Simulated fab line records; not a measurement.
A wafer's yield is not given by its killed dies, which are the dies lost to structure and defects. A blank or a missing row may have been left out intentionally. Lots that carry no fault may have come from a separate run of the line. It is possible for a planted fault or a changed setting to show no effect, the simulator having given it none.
A lot that was struck, set against a sound lot | flow n5Finfet | 27 out of 1938 route steps
Sound: these wafers, L680.1, L680.2, L680.6. Wafers L679.2, L679.3, L679.5 were the ones struck. The cause is given at the end.
Order at every step that has rows: each side's tool, ch and its chambers, its first start. Under that, the readings that differ: sound wafers | struck wafers | difference of the means | sigmas: that difference in standard deviations of wafers without a fault.
alike: readings with means less than 2 such deviations apart, plus words and numbers identical on both sides. not compared: withheld readings, readings lacking a value on some wafer, bounds such as >300 that could conceal the same value, and numbers that have no deviation in the record and whose values overlap.
Wherever a step has rows on one side only, a row that says differs or no value, or a row with sigmas, the two part there. When numbers do not overlap yet have no deviation, they are printed without sigmas and do not part them. Lack of a reading on every wafer of one side parts them only where that side has two or more wafers.

first, 11 steps without rows for these wafers: N5_BEOL_M1_STRIP_65 (strips in N2/H2); N5_BEOL_M1_STRIP_75 (strips in N2/H2); N5_BEOL_M1_STRIP_66 (strips in CF4); N5_BEOL_M1_HM_OPEN_17 (chemistry Cl2/BCl3, target TiN, target depth 20 nm, overetch 6 nm); N5_BEOL_M1_STRIP_19 (strips in O2); N5_BEOL_M1_COAT_67 (time 60 s, resist thk 60 nm); N5_BEOL_M1_COAT_68 (time 60 s, resist thk 12 nm); N5_BEOL_M1_COAT_76 (time 60 s, resist thk 5 nm); N5_BEOL_M1_COAT_22 (resist thk 30 nm); N5_BEOL_M1_EBR_24; N5_BEOL_M1_SOFTBAKE_23 (time 60 s).
N5_BEOL_M1_EXPOSE_25: exposes mask V0, defocus 5 nm, target cd 24 nm.
  sound on euvScanner-01 ch 0, day 8 10:14; struck on euvScanner-02 ch 0, day 8 09:56
reading           | sound             | struck            | difference | sigmas
exposureDoseMJCm2 | 63.08 63.04 62.99 | 68.76 68.76 68.69 | +5.70      | +84
  alike: mask
then, 2 steps without rows for these wafers: N5_BEOL_M1_PEB_26 (peb time 60 s); N5_BEOL_M1_DEVELOP_27 (develop time 30 s).
N5_BEOL_M1_CD_MEAS_28: target cd y 23.3 nm.
  sound on cdSem-03 ch 0, day 8 10:23; struck on cdSem-03 ch 0, day 8 10:04
reading   | sound             | struck            | difference | sigmas
cdNm (nm) | 24.10 24.07 23.53 | 25.48 26.08 25.80 | +1.89      | +7
then, 8 steps without rows for these wafers: N5_BEOL_M1_DESCUM_33 (chemistry O2, time 7 s); N5_BEOL_M1_ETCH_77 (etches underlayer in N2/H2, target depth 6.5 nm, time 5.2 s); N5_BEOL_M1_ETCH_69 (etches SiARC in CF4, target depth 15.6 nm, time 26 s); N5_BEOL_M1_ALD_98 (deposits SiO2, target thk 2.5 nm, pulse time 1 s, co reactant pulse time 1 s); N5_BEOL_M1_ETCHBACK_99 (etches SiO2 in CHF3, target depth 5 nm, time 10.4 s); N5_BEOL_M1_ETCH_70 (etches SOC in N2/H2, target depth 80 nm, overetch 16 nm, time 120 s); N5_BEOL_M1_STRIP_71 (strips in N2/H2); N5_BEOL_M1_STRIP_78 (strips in N2/H2).
N5_BEOL_M1_VIA_ETCH_34: etches the open film in C4F6/O2, target depth 67.8 nm, time 64.4 s.
  sound on rieDiel-03 ch 0,1,3, day 8 12:47; struck on rieDiel-04 ch 0,1, day 8 13:38
reading                 | sound      | struck         | difference | sigmas
model.BEOL_M1.cdNm (nm) | 18 18 17.8 | 19.8 19.4 18.6 | +1.3       | 
  alike: drypumpMotorCurrentA, oes_ar_750_au, oesProductAu, rfVppV, showerheadPlenumPTorr, throttleValvePct
  not compared: rfHoursCounterH
then, 1 step without rows for these wafers: N5_BEOL_M1_STRIP_83 (strips in C4F6/O2).
N5_BEOL_M4_RC_MEAS_101:
  sound on prober-01 ch 0, day 10 00:01; struck on prober-01 ch 0, day 10 01:49
  alike: DIBL_N, DIBL_P, IOFF_N, IOFF_P, ION_N, ION_P, SS_N, SS_P, VT_N, VT_P
-- the record jumps here: 5 days lie between the struck wafers' starts before and after (it left off in module BEOL_M4 and takes up again in module PASSIVATION, whose first step shown is number 1936 of the route) --
N5_PASSIVATION_PROBE_49:
  only the struck wafers here have rows in the record (prober-02, day 14 15:04); the sound ones have none

== WHERE THEY PART ==
Earliest at N5_BEOL_M1_EXPOSE_25; latest, in this record, at N5_PASSIVATION_PROBE_49.

WHY: what had been put in by the simulator
Process parameter drift: euvScanner-02, from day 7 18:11 on, at N5_BEOL_M1_EXPOSE_25. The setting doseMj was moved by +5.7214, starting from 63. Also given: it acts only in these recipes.
